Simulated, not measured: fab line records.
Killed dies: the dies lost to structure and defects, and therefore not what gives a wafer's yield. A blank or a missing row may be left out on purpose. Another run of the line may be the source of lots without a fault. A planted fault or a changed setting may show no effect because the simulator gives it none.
Which tool did it? | flow nandHarc | 13 lots with 39 wafers sampled at 5 steps, on a route of 1159 steps

## WHAT THE GAUGES SHOWED, per wafer
NHARC_END_SORT_01.
lot  | measured     | on        | killedAtArray | killedAtOther | killedAtPeriphery | killedDies | killedOpen | killedShort
L277 | day 21 03:53 | prober-02 | 7 7 7         | 1 1 1         | 3 0 2             | 11 8 10    | 1 3 1      | 1 0 0
L288 | day 23 20:23 | prober-02 | 60 41 32      | 1 0 1         | 1 0 0             | 62 41 33   | 5 5 2      | 1 1 2

## WHICH TOOL RAN EACH LOT (tool, then ch and the chambers of the sampled wafers, then the start)
lot  | NHARC_P_ZERO_WELL_RTA_42       | NHARC_P_STI_DESCUM_14            | NHARC_P_GATE_PRECLEAN_70          | NHARC_P_CONTACT_DEP_00
L270 | rtpAnneal-02 ch 0, day 1 18:55 | rieDiel-09 ch 2,3, day 2 08:49   | wetBench-02 ch 0,1,7, day 3 18:03 | pecvd-02 ch 0,1, no start
L273 | rtpAnneal-01 ch 0, day 2 12:59 | rieDiel-09 ch 0,1,3, day 3 01:47 | wetBench-02 ch 3,6,7, day 4 09:45 | pecvd-01 ch 0,1,2, no start
L274 | rtpAnneal-01 ch 0, day 2 19:06 | rieDiel-01 ch 0,2, day 3 11:16   | wetBench-07 ch 1,2,5, day 4 17:04 | pecvd-02 ch 1,2, no start
L275 | rtpAnneal-02 ch 0, day 3 00:50 | rieDiel-01 ch 1,2, day 3 18:22   | wetBench-02 ch 0,4,6, day 5 01:11 | pecvd-02 ch 0,1,2, no start
L277 | rtpAnneal-01 ch 0, day 3 12:55 | rieDiel-04 ch 0,1,3, day 4 05:13 | wetBench-02 ch 0,5,7, day 5 06:23 | pecvd-03 ch 0,1,2, day 21 03:53 or earlier
L279 | rtpAnneal-02 ch 0, day 4 01:05 | rieDiel-09 ch 1,2,3, day 4 20:53 | wetBench-02 ch 1,3,7, day 5 22:19 | pecvd-03 ch 0,1, no start
L280 | rtpAnneal-01 ch 0, day 4 06:59 | rieDiel-04 ch 1,2,3, day 4 21:01 | wetBench-01 ch 0,4,7, day 5 22:23 | pecvd-03 ch 0,1,2, no start
L281 | rtpAnneal-01 ch 0, day 4 12:31 | rieDiel-09 ch 1,2,3, day 5 04:50 | wetBench-02 ch 3,4,5, day 6 13:30 | pecvd-03 ch 0,2, no start
L282 | rtpAnneal-01 ch 0, day 4 19:01 | rieDiel-01 ch 0,2, day 5 12:11   | wetBench-07 ch 5,6,7, day 7 00:35 | pecvd-02 ch 0,2, no start
L283 | rtpAnneal-01 ch 0, day 5 01:11 | rieDiel-09 ch 1,3, day 5 17:29   | wetBench-01 ch 1,3,7, day 7 00:41 | pecvd-02 ch 0,1,2, no start
L285 | rtpAnneal-02 ch 0, day 5 12:44 | rieDiel-09 ch 0,1,3, day 6 09:20 | wetBench-07 ch 2,6,7, day 7 13:59 | pecvd-02 ch 0,1,2, no start
L288 | rtpAnneal-02 ch 0, day 6 07:04 | rieDiel-04 ch 0,2,3, day 7 00:26 | wetBench-02 ch 1,3,6, day 8 07:46 | pecvd-01 ch 1,2, day 23 20:23 or earlier
L289 | rtpAnneal-02 ch 0, day 6 13:03 | rieDiel-04 ch 0,2,3, day 7 05:12 | wetBench-01 ch 1,5,6, day 8 07:53 | pecvd-03 ch 0,2, no start
- NHARC_P_ZERO_WELL_RTA_42: time 300 s.
- NHARC_P_STI_DESCUM_14: chemistry O2, time 3 s.
- NHARC_P_GATE_PRECLEAN_70: cleans in SC1.
- NHARC_P_CONTACT_DEP_00: deposits SiO2, target thk 500 nm.

## WHAT THE TOOLS THEMSELVES READ (means of the sampled wafers that have a number; where no wafer has one, the mark that the record gives instead)
NHARC_P_ZERO_WELL_RTA_42.
lot  | tool         | lampPowerPct (%) | wafer_temp_C_max
L270 | rtpAnneal-02 | 37.85            | 1103.9
L273 | rtpAnneal-01 | 38.15            | 1106.2
L274 | rtpAnneal-01 | 38.18            | 1105.1
L275 | rtpAnneal-02 | 37.92            | 1103.9
L277 | rtpAnneal-01 | 38.11            | 1106.4
L279 | rtpAnneal-02 | 37.92            | 1103.7
L280 | rtpAnneal-01 | 38.15            | 1105.5
L281 | rtpAnneal-01 | 38.11            | 1106.2
L282 | rtpAnneal-01 | 38.12            | 1105.7
L283 | rtpAnneal-01 | 38.07            | 1105.8
L285 | rtpAnneal-02 | 37.83            | 1105.0
L288 | rtpAnneal-02 | 37.87            | 1103.6
L289 | rtpAnneal-02 | 37.89            | 1104.1

NHARC_P_STI_DESCUM_14.
lot  | tool       | drypumpMotorCurrentA (A) | o2FlowSccm (sccm) | oesProductAu (a.u.) | rfVppV (V) | showerheadPlenumPTorr (Torr) | throttleValvePct (%)
L270 | rieDiel-09 | 6.0                      | 200.2             | 0.996               | 58.1       | 1.92                         | 11.315
L273 | rieDiel-09 | 5.4                      | 200.5             | 0.991               | 57.1       | 1.95                         | 11.303
L274 | rieDiel-01 | 5.8                      | 199.6             | 1.007               | 58.6       | 1.99                         | 11.309
L275 | rieDiel-01 | 5.4                      | 199.6             | 1.002               | 57.7       | 1.92                         | 11.318
L277 | rieDiel-04 | 6.2                      | 200.0             | 0.996               | 58.0       | 1.84                         | 11.314
L279 | rieDiel-09 | 5.6                      | 199.8             | 0.985               | 57.8       | 1.99                         | 11.304
L280 | rieDiel-04 | 5.9                      | 200.0             | 1.006               | 56.5       | 1.89                         | 11.305
L281 | rieDiel-09 | 5.6                      | 199.9             | 0.993               | 57.5       | 1.99                         | 11.302
L282 | rieDiel-01 | 5.8                      | 199.2             | 1.013               | 58.2       | 1.99                         | 11.313
L283 | rieDiel-09 | 5.7                      | 200.1             | 0.981               | 57.9       | 1.93                         | 11.304
L285 | rieDiel-09 | 5.4                      | 199.6             | 0.987               | 56.8       | 1.95                         | 11.311
L288 | rieDiel-04 | 5.8                      | 200.1             | 1.001               | 57.2       | 1.88                         | 11.313
L289 | rieDiel-04 | 5.8                      | 200.1             | 1.002               | 57.8       | 1.88                         | 11.315

NHARC_P_CONTACT_DEP_00.
lot  | tool     | heaterPowerW (W) | throttleValvePct (%)
L270 | pecvd-02 | 589              | 15.7
L273 | pecvd-01 | 498              | 16.1
L274 | pecvd-02 | 649              | 15.9
L275 | pecvd-02 | 607              | 16.0
L277 | pecvd-03 | 546              | 16.0
L279 | pecvd-03 | 586              | 16.4
L280 | pecvd-03 | 582              | 16.0
L281 | pecvd-03 | 571              | 16.2
L282 | pecvd-02 | 585              | 15.6
L283 | pecvd-02 | 639              | 15.6
L285 | pecvd-02 | 619              | 15.6
L288 | pecvd-01 | 466              | 16.4
L289 | pecvd-03 | 544              | 16.7

## THE ANSWER, worked out from the rows above alone
Rule: what is usual is taken from the lots themselves. Put in order of their means at a reading, lots are off if they are a third of the lots or fewer, leave a main group of 4 or more, and stand apart from it by a gap of 3 or more times the standard deviation of the main group's means; of several such gaps the widest counts. A main group whose means are all the same, to the digits that the tables above print for the reading, isn't used. Also off: a lot with no number at a reading for which 4 or more lots have one. Any other lot the step has rows for is counted as sound. Order of review: gauges by route order, followed by the tools' own readings, for which a lot's mean as printed above is used. The first step at which some lot is off is used, and at that step the reading that is off furthest; a lot without a number counts as furthest.
No lot is off at any reading shown: from this, nothing can be told.

## WHAT WAS PUT IN BY THE SIMULATOR
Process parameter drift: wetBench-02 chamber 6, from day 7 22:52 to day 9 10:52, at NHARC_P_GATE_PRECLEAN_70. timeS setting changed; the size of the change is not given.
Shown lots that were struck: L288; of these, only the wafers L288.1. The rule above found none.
